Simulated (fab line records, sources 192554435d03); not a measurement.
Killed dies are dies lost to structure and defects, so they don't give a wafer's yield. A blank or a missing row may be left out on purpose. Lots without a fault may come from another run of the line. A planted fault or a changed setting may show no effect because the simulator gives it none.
A struck lot beside a sound one | flow n5_finfet | 37 steps out of a route of 1938
Sound: wafers L301.1, L301.3, L301.4. Struck: wafers L294.2, L294.4, L294.6. The cause comes at the end.
At each step with rows: each side's tool, then ch and its chambers, then its first start. Under that, the readings that differ: sound wafers | struck wafers | difference of the means | sigmas: that difference in standard deviations of wafers without a fault.
alike: readings whose means differ by less than 2 such deviations, and words and numbers that are the same on both sides. not compared: withheld readings, readings that some wafer has no value for, bounds like >300 that may hide the same value, and numbers for which the record gives no deviation and whose values overlap.
The two part at a step that has a row with sigmas, a row that says differs or no value, or rows on one side only. Numbers that don't overlap but have no deviation are shown without sigmas and don't part them. A reading that every wafer of one side lacks parts them only if that side has two wafers or more.

first, 9 steps without rows for these wafers: N5_BEOL_M4_ANNEAL_95 (time 240 s); N5_BEOL_M4_SPUTTER_96 (material Cu, target thk 4.5 nm, time 8.29 s); N5_BEOL_M4_ECD_50 (material Cu, target thk 300 nm); N5_BEOL_M4_ANNEAL_51 (time 90 s); N5_BEOL_M4_CMP_52 (polishes, stops on SiOC, t overpolish 6.8 s, target thk 40 nm); N5_BEOL_M4_PRE_CLEAN_60 (time 15 s); N5_BEOL_M4_CO_CAP_55 (material Co, precursor CCTBA/H2, target thk 2 nm, time 102.1 s); N5_BEOL_M4_PRE_CLEAN_56 (time 15 s); N5_BEOL_M4_DEP_57 (deposits SiCN from 3MS/NH3, target thk 8 nm, time 14 s).
N5_BEOL_M4_RC_MEAS_101:
  sound on prober-02 ch 0, day 12 20:13; struck on prober-02 ch 0, day 12 06:01
  alike: DIBL_N, DIBL_P, IOFF_N, IOFF_P, ION_N, ION_P, SS_N, SS_P, VT_N, VT_P
then, 24 steps without rows for these wafers: N5_BEOL_M5_ILD_DEP_00 (deposits SiCOH lowk from DEMS/porogen, target thk 140.64 nm, time 25.9 s); N5_BEOL_M5_CURE_79 (cures SiCOH lowk, time 240 s); N5_BEOL_M5_PECVD_70 (deposits SiO2 from TEOS/O2, target thk 16 nm, time 18 s); N5_BEOL_M5_HM_DEP_02 (deposits TiN, target thk 20 nm); N5_BEOL_M5_COAT_59 (time 60 s, resist thk 60 nm); N5_BEOL_M5_COAT_60 (time 60 s, resist thk 12 nm); N5_BEOL_M5_COAT_71 (time 60 s, resist thk 5 nm); N5_BEOL_M5_COAT_05 (resist thk 30 nm); N5_BEOL_M5_EBR_07; N5_BEOL_M5_SOFTBAKE_06 (time 60 s); N5_BEOL_M5_EXPOSE_08 (exposes mask M5, target cd 28 nm); N5_BEOL_M5_PEB_09 (peb time 60 s); N5_BEOL_M5_DEVELOP_10 (develop time 30 s); N5_BEOL_M5_DESCUM_16 (chemistry O2, time 7 s); N5_BEOL_M5_ETCH_72 (etches underlayer in N2/H2, target depth 6.5 nm, time 5.2 s); N5_BEOL_M5_ETCH_61 (etches SiARC in CF4, target depth 15.6 nm, time 26 s); N5_BEOL_M5_ETCH_62 (etches SOC in N2/H2, target depth 75 nm, overetch 15 nm, time 112.5 s); N5_BEOL_M5_STRIP_63 (strips in N2/H2); N5_BEOL_M5_STRIP_73 (strips in N2/H2); N5_BEOL_M5_STRIP_64 (strips in CF4); N5_BEOL_M5_HM_OPEN_17 (chemistry Cl2/BCl3, target TiN, target depth 20 nm, overetch 6 nm); N5_BEOL_M5_STRIP_19 (strips in O2); N5_BEOL_M5_COAT_65 (time 60 s, resist thk 60 nm); N5_BEOL_M5_COAT_66 (time 60 s, resist thk 12 nm).
-- the record jumps here: 3 days lie between the struck wafers' starts before and after (it left off in module BEOL_M5 and takes up again in module BEOL_M13, whose first step shown is number 1693 of the route) --
N5_BEOL_M13_ETCH_67: etches SiARC in CF4, target depth 143 nm, time 238.3 s.
  sound on rie_diel-04 ch 0,2,3, day 15 20:08; struck on rie_diel-04 ch 0,1,3, day 15 06:49
  no value came back on the struck wafers for any of 10 readings (bias_w (W), cf4_flow_sccm (sccm) and others); on the sound wafers bias_w (W) reads 35.94 36.03 35.91
  reading                                    | sound           | struck        | difference | sigmas
  model.coat_of_BEOL_M13_COAT_22.thk_nm (nm) | 210.2 212 210.8 | 282.2 282 282 | +71.1      |
N5_BEOL_M13_OCD_MEAS_35:
  sound on ocd-02, day 15 20:40; struck on ocd-01, day 15 07:22
  reading              | sound       | struck | difference                    | sigmas
  trench_depth_nm (nm) | 420 427 411 | - - -  | no value on the struck wafers |
N5_PASSIVATION_PROBE_49:
  the record has rows for the struck wafers here (prober-02, day 16 11:31) and none for the sound ones

WHERE THEY PART
First at N5_BEOL_M13_ETCH_67; last, within this record, at N5_PASSIVATION_PROBE_49.

WHY: what the simulator had put in
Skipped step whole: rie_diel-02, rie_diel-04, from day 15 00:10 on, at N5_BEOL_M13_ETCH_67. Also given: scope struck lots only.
